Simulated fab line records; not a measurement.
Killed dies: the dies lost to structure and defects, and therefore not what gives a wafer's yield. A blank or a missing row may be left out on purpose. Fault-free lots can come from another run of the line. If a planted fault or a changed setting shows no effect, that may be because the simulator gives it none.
Which tool was responsible?    flow n5_finfet    11 lots with 33 wafers sampled at 3 steps, on a route of 1938 steps

== WHAT EACH GAUGE READ, for each wafer ==
N5_PASSIVATION_OVL_MEAS_63. Usual: PAD_OVL gives -1 nm (standard deviation 5.5).
lot   measured      on          PAD_OVL (nm)  flag
L287  day 13 19:47  overlay-02  2 4 5         
L288  day 13 21:32  overlay-02  -9 -6 -3      
L290  day 14 14:13  overlay-01  -9 -9 -6      
L289  day 14 14:02  overlay-02  2 1 6         
L293  day 14 18:47  overlay-01  -12 -5 -9     
L291  day 14 18:26  overlay-01  1 -9 -4       
L292  day 14 19:37  overlay-01  -11 -6 -12    
L295  day 15 14:05  overlay-01  -4 -6 0       
L294  day 15 21:45  overlay-01  -2 -3 -1      
L299  day 17 01:46  overlay-01  -5 -1 -5      
L298  day 17 02:46  overlay-02  -7 -3 0       

== TOOL THAT RAN EACH LOT (tool first, then ch and the chambers of the sampled wafers, then the start) ==
lot   N5_BEOL_M15_ECD_47              N5_PASSIVATION_PASS_ETCH_74
L287  ecd_cu-02 ch 0,1, day 13 10:58  rie_diel-06 ch 1,2, day 13 18:08
L288  ecd_cu-01 ch 0,1, day 13 11:07  rie_diel-03 ch 0,1, day 13 18:35
L290  ecd_cu-02 ch 0,1, day 14 02:24  rie_diel-03 ch 2,3, day 14 12:11
L289  ecd_cu-02 ch 0,1, day 14 03:04  rie_diel-06 ch 0,3, day 14 12:07
L293  ecd_cu-02 ch 0,1, day 14 08:40  rie_diel-03 ch 0,2,3, day 14 17:10
L291  ecd_cu-02 ch 0,1, day 14 09:17  rie_diel-06 ch 2,3, day 14 16:53
L292  ecd_cu-02 ch 0,1, day 14 09:44  rie_diel-01 ch 0,1, day 14 18:02
L295  ecd_cu-01 ch 0,1, day 15 04:23  rie_diel-01 ch 0,1, day 15 12:33
L294  ecd_cu-02 ch 0,1, day 15 10:20  rie_diel-01 ch 0,1,2, day 15 20:01
L299  ecd_cu-01 ch 0,1, day 16 11:59  rie_diel-06 ch 0,1,2, day 16 19:48
L298  ecd_cu-01 ch 0, day 16 13:31    rie_diel-06 ch 0,1,2, day 17 01:20
- N5_BEOL_M15_ECD_47: material Cu, target thk 1860 nm.
- N5_PASSIVATION_PASS_ETCH_74: etches SiNx in CF4/O2, target depth 220 nm, time 110 s.

== AS READ BY THE TOOLS THEMSELVES (means over the sampled wafers that have a number; for cases with no such wafer, the mark the record gives instead) ==
N5_PASSIVATION_PASS_ETCH_74. Usual: drypump_motor_current_A 5.7 A, standard deviation 0.58; oes_product_au 0.80 a.u., standard deviation 0.088; rf_vpp_V 241 V, standard deviation 6.4; showerhead_plenum_p_Torr 2.20 Torr, standard deviation 0.063; throttle_valve_pct 15.95 %, standard deviation 0.28.
lot   tool         drypump_motor_current_A (A)  oes_product_au (a.u.)  rf_vpp_V (V)  showerhead_plenum_p_Torr (Torr)  throttle_valve_pct (%)  flag
L287  rie_diel-06  5.0                          0.80                   240           2.15                             15.73                   
L288  rie_diel-03  6.2                          0.88                   245           2.24                             15.61                   
L290  rie_diel-03  5.8                          0.95                   240           2.22                             15.86                   
L289  rie_diel-06  6.0                          0.73                   245           2.16                             16.17                   
L293  rie_diel-03  6.2                          0.92                   241           2.22                             15.76                   
L291  rie_diel-06  5.2                          0.81                   247           2.19                             15.70                   
L292  rie_diel-01  5.1                          0.72                   237           2.22                             16.28                   
L295  rie_diel-01  4.9                          0.70                   237           2.23                             16.19                   
L294  rie_diel-01  5.4                          0.73                   236           2.23                             16.22                   
L299  rie_diel-06  5.4                          0.82                   239           2.13                             15.86                   
L298  rie_diel-06  5.4                          0.82                   239           2.13                             15.85                   

== THE ANSWER, worked out from the rows above alone ==
Rule: a lot is off if the mean of its wafers that have a number lies more than 3 standard deviations from the usual mean. A lot without any number at a reading at which 4 lots or more have one is off too. Where the step has rows for the other lots, those lots are counted as sound. First the gauges in route order, then the tools' own readings, where a lot's mean is used as printed above. The first step at which some lot is off is used, and at that step the reading that is off furthest; a lot without a number counts as furthest.
None of the lots is off at any reading shown; this tells nothing.

== WHAT HAD BEEN PUT IN BY THE SIMULATOR ==
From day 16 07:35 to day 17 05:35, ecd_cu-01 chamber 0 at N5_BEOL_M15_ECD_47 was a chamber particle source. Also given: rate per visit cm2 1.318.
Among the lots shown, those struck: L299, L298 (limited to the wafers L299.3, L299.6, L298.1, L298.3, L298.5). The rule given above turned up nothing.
